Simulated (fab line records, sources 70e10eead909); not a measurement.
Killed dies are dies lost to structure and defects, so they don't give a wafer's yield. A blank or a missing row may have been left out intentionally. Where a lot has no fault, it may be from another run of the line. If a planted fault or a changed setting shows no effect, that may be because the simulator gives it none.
fab line records	flow nand-harc	part 2 of 2: steps 5 to 6 of 6
record: lots: 21	wafers: 63	last-day: 33
route steps=1302 shown A_STAIRCASE@736
lots that met no fault: from a run of the same line without faults
start-h: hours from the record's first day to the start of the lot's first wafer shown	wait-h: time in hours since the lot's previous step	" repeats the value in the row above	L1.1+2: a single row standing in for several wafers	- value missing, or start not given	* or withheld: withheld	< > ~ a bound
route shown NAME@n: a module of which the file shows steps, and the number in the route of the first	usual: average and standard deviation across the fault-free wafers	same: alike in all rows	chamber/n: place in a boat	sites: readings site by site	_std_site: the values' standard deviation	_edge_site: mean of outer sites minus mean of inner sites	radius-mm: how far each site lies from the wafer's centre	mask NAME#n: copy n	behind: the last tool/chamber to shape the wafer	hold: reason for holding the lot/hours on hold/outcome of the hold	device: whichever transistor did not switch (one of n, p or np)	end of line: the route-end tests of the same wafers	step lacking rows: just its recipe	killed: count of dies lost to structure and defects at first sort (not the wafer's yield)	map: a wafer's dies, marking killed ones x, the rest . and places with no die _
set.NAME: the setting as run; set.NAME@STEP: as run at that earlier step	model.NAME: the simulator's own value behind a step, which no gauge read
the route's steps for a sample of lots (tables are steps, rows are wafers)
services: when a tool's chamber went out of use (start-h, in hours from the record's first day, below 0 if earlier), for how many hours, and the reason
== steps ==
step: NHARC_A_STAIRCASE_ETCH_271
recipe: cf4-flow-sccm: 100	chf3-flow-sccm: 30	ar-flow-sccm: 0	rf-w: 500	bias-w: 200	chemistry: CF4/CHF3
usual: drypump-motor-current-A: 5.6/0.31	oes-product-au: 0.954/0.022	rf-vpp-V: 370.6/2.4	showerhead-plenum-p-Torr: 1.58/0.067	throttle-valve-pct: 16.804/0.0094
lot.wafer	tool	chamber	start-h	wait-h	drypump-motor-current-A	oes-product-au	rf-hours-counter-h	rf-vpp-V	showerhead-plenum-p-Torr	throttle-valve-pct
L074.1	rie-diel-02	1	377.10	0.1	5.7	0.923	48	366.6	1.50	16.797
L074.6	"	2	"	"	5.7	0.929	-	370.1	1.60	16.801
L074.5	"	3	"	"	5.1	0.926	-	366.5	1.45	16.793
L075.2	rie-diel-06	3	378.89	0.1	5.8	0.963	24	372.3	1.61	16.797
L075.3	"	0	"	"	6.2	0.963	22	370.8	1.58	16.803
L075.6	"	0	"	"	6.2	0.957	-	369.1	1.58	16.787
L076.2	rie-diel-09	2	398.66	0.1	5.8	0.945	20	370.3	1.56	16.809
L076.4	"	3	"	"	5.2	0.969	27	370.3	1.57	16.805
L076.6	"	2	"	"	5.8	0.954	-	368.2	1.56	16.799
L078.1	rie-diel-09	2	402.54	0.1	5.8	0.950	23	368.6	1.55	16.797
L078.4	"	3	"	"	5.2	0.946	29	370.3	1.57	16.809
L078.5	"	1	"	"	5.7	0.950	-	373.7	1.67	16.795
L077.1	rie-diel-02	0	410.19	0.1	5.2	0.964	2	368.4	1.51	16.804
L077.6	"	0	"	"	5.2	0.968	-	368.2	1.51	16.803
L077.5	"	1	"	"	5.7	0.970	-	368.2	1.50	16.806
L080.2	rie-diel-06	3	419.28	0.1	5.8	0.917	42	371.2	1.60	16.811
L080.1	"	1	"	"	5.3	0.928	38	369.1	1.48	16.789
L080.6	"	3	"	"	5.8	0.926	-	372.1	1.60	16.804
L079.1	rie-diel-02	2	419.44	0.1	5.7	0.954	3	371.9	1.60	16.813
L079.3	"	3	"	"	5.1	0.956	3	374.7	1.70	16.793
L079.6	"	2	"	"	5.7	0.962	-	371.2	1.60	16.810
L082.2	rie-diel-09	2	443.58	0.1	5.7	0.977	42	368.8	1.55	16.805
L082.1	"	3	"	"	5.2	0.964	46	370.6	1.57	16.797
L082.3	"	1	"	"	5.6	0.971	38	372.9	1.66	16.807
L081.1	rie-diel-06	0	443.91	0.1	6.2	0.934	45	368.9	1.57	16.826
L081.4	"	1	"	"	5.3	0.933	44	366.6	1.48	16.812
L081.3	"	2	"	"	5.8	0.936	48	372.2	1.66	16.801
L083.4	rie-diel-06	2	454.78	0.1	5.7	0.947	50	373.8	1.66	16.801
L083.3	"	3	"	"	5.8	0.953	51	371.8	1.60	16.820
L083.5	"	1	"	"	5.3	0.956	-	365.9	1.48	16.785
L084.2	rie-diel-09	1	477.30	0.1	5.7	0.970	51	373.5	1.66	16.806
L084.3	"	3	"	"	5.2	0.978	59	371.0	1.57	16.821
L084.6	"	1	"	"	5.7	0.960	-	373.5	1.66	16.787
L085.4	rie-diel-06	3	477.45	0.1	5.8	0.975	60	371.8	1.60	16.808
L085.1	"	0	"	"	6.2	0.957	59	369.8	1.57	16.810
L085.6	"	2	"	"	5.8	0.973	-	373.3	1.66	16.806
L086.1	rie-diel-02	2	481.36	0.1	5.7	0.927	25	370.4	1.59	16.790
L086.4	"	3	"	"	5.1	0.907	23	372.9	1.69	16.808
L086.5	"	3	"	"	5.1	0.918	-	374.6	1.69	16.823
L088.1	rie-diel-06	3	510.51	0.1	5.8	0.962	7	372.0	1.60	16.801
L088.5	"	2	"	"	5.8	0.971	-	372.5	1.66	16.794
L088.6	"	3	"	"	5.8	0.966	-	370.7	1.60	16.798
L089.3	rie-diel-06	2	515.79	0.1	5.8	0.954	11	373.3	1.65	16.808
L089.4	"	1	"	"	5.3	0.987	10	367.9	1.48	16.807
L089.5	"	3	"	"	5.8	0.973	-	371.4	1.60	16.795
L090.1	rie-diel-06	2	519.46	0.1	5.7	0.928	12	374.0	1.65	16.809
L090.6	"	3	"	"	5.8	0.939	-	370.8	1.60	16.797
L090.5	"	0	"	"	6.2	0.920	-	369.0	1.57	16.797
L087.4	rie-diel-02	2	521.34	0.1	5.7	0.957	36	372.2	1.59	16.810
L087.2	"	0	"	"	5.2	0.974	33	368.4	1.50	16.812
L087.5	"	2	"	"	5.7	0.968	-	371.6	1.59	16.801
L091.1	rie-diel-06	1	546.13	0.1	5.3	0.935	22	367.0	1.47	16.806
L091.4	"	2	"	"	5.7	0.929	21	372.2	1.65	16.806
L091.3	"	3	"	"	5.8	0.934	17	371.4	1.59	16.791
L093.3	rie-diel-09	1	558.46	0.1	5.6	0.915	13	372.8	1.65	16.801
L093.4	"	2	"	"	5.7	0.924	10	369.4	1.54	16.817
L093.2	"	0	"	"	5.8	0.927	14	372.4	1.62	16.799
L094.3	rie-diel-09	0	577.13	0.1	5.7	0.963	25	370.5	1.62	16.802
L094.5	"	0	"	"	5.8	0.959	-	372.7	1.62	16.816
L094.6	"	1	"	"	5.7	0.939	-	372.3	1.65	16.803
L095.3	rie-diel-06	0	586.06	0.1	6.2	0.973	32	368.8	1.56	16.821
L095.4	"	1	"	"	5.3	0.959	38	365.0	1.47	16.800
L095.1	"	2	"	"	5.8	0.964	34	371.9	1.65	16.807
step: NHARC_A_STAIRCASE_ETCH_273
recipe: target-depth-a: 1.02e+05	time-s: 2468.6	ion-energy-ev: 800	c4f8-flow-sccm: 80	o2-flow-sccm: 60	ar-flow-sccm: withheld	rf-w: 600	bias-w: 3000	chemistry: C4F8/O2/Ar
usual: oes-product-au: 0.938/0.01	rf-vpp-V: 1827/11
lot.wafer	tool	chamber	start-h	wait-h	oes-product-au	rf-hours-counter-h	rf-vpp-V
L074.1	rie-diel-02	1	-	-	0.923	49	1815
L074.5	"	3	"	"	0.926	-	1806
L074.6	"	0	"	"	0.917	-	1817
L075.3	rie-diel-06	3	-	-	0.949	25	1832
L075.2	"	1	"	"	0.938	23	1811
L075.6	"	3	"	"	0.948	-	1833
L076.4	rie-diel-09	2	-	-	0.929	21	1823
L076.2	"	0	"	"	0.939	28	1838
L076.6	"	1	"	"	0.951	-	1842
L078.4	rie-diel-09	2	-	-	0.930	23	1823
L078.1	"	3	"	"	0.941	29	1826
L078.5	"	2	"	"	0.936	-	1825
L077.1	rie-diel-02	2	-	-	0.939	2	1831
L077.5	"	0	"	"	0.921	-	1817
L077.6	"	1	"	"	0.943	-	1814
L080.1	rie-diel-06	3	-	-	0.926	42	1830
L080.2	"	0	"	"	0.928	39	1828
L080.6	"	3	"	"	0.935	-	1832
L079.3	rie-diel-02	3	-	-	0.939	3	1846
L079.1	"	0	"	"	0.942	4	1815
L079.6	"	3	"	"	0.927	-	1846
L082.2	rie-diel-09	3	-	-	0.943	46	1826
L082.3	"	0	"	"	0.947	42	1836
L082.1	"	1	"	"	0.949	38	1841
L081.3	rie-diel-06	1	-	-	0.942	45	1811
L081.4	"	2	"	"	0.934	48	1841
L081.1	"	0	"	"	0.945	46	1825
L083.4	rie-diel-06	2	-	-	0.939	51	1841
L083.3	"	0	"	"	0.937	48	1827
L083.5	"	2	"	"	0.934	-	1840
L084.3	rie-diel-09	0	-	-	0.930	55	1835
L084.2	"	1	"	"	0.921	51	1841
L084.6	"	0	"	"	0.924	-	1835
L085.1	rie-diel-06	1	-	-	0.943	58	1812
L085.4	"	2	"	"	0.963	60	1840
L085.6	"	3	"	"	0.956	-	1831
L086.4	rie-diel-02	1	-	-	0.932	24	1814
L086.1	"	3	"	"	0.930	24	1846
L086.5	"	1	"	"	0.927	-	1814
L088.1	rie-diel-06	1	-	-	0.928	9	1811
L088.5	"	2	"	"	0.939	-	1839
L088.6	"	3	"	"	0.960	-	1830
L089.3	rie-diel-06	1	-	-	0.941	10	1811
L089.4	"	2	"	"	0.951	11	1840
L089.5	"	1	"	"	0.938	-	1811
L090.1	rie-diel-06	3	-	-	0.939	10	1831
L090.6	"	0	"	"	0.936	-	1825
L090.5	"	1	"	"	0.925	-	1812
L087.4	rie-diel-02	3	-	-	0.958	33	1845
L087.2	"	2	"	"	0.951	36	1830
L087.5	"	3	"	"	0.949	-	1846
L091.4	rie-diel-06	0	-	-	0.930	16	1826
L091.3	"	1	"	"	0.936	23	1809
L091.1	"	3	"	"	0.941	17	1829
L093.2	rie-diel-09	2	-	-	0.928	10	1823
L093.3	"	3	"	"	0.929	16	1825
L093.4	"	0	"	"	0.929	14	1835
L094.3	rie-diel-09	3	-	-	0.933	27	1825
L094.5	"	0	"	"	0.926	-	1833
L094.6	"	1	"	"	0.924	-	1839
L095.4	rie-diel-06	1	-	-	0.931	38	1809
L095.1	"	2	"	"	0.948	34	1839
L095.3	"	3	"	"	0.954	30	1828
== services ==
tool	chamber	start-h	hours	kind
rie-diel-06	0	341.81	-	clean
rie-diel-06	1	341.81	-	clean
rie-diel-06	2	341.81	-	clean
rie-diel-06	3	341.81	-	clean
rie-diel-02	3	365.74	8.2	repair
rie-diel-06	0	366.31	-	clean
rie-diel-06	1	366.31	-	clean
rie-diel-06	2	366.31	-	clean
rie-diel-06	3	366.31	-	clean
rie-diel-06	0	391.30	-	clean
rie-diel-06	1	391.30	-	clean
rie-diel-06	2	391.30	-	clean
rie-diel-06	3	391.30	-	clean
rie-diel-02	-	394.62	9.0	pm
rie-diel-06	0	415.80	-	clean
rie-diel-06	1	415.80	-	clean
rie-diel-06	2	415.80	-	clean
rie-diel-06	3	415.80	-	clean
rie-diel-06	0	440.42	-	clean
rie-diel-06	-	485.31	9.0	pm
rie-diel-09	-	497.99	9.0	pm
rie-diel-06	-	505.38	0.5	repair
rie-diel-09	2	528.34	13.0	repair
rie-diel-02	-	571.62	9.0	pm
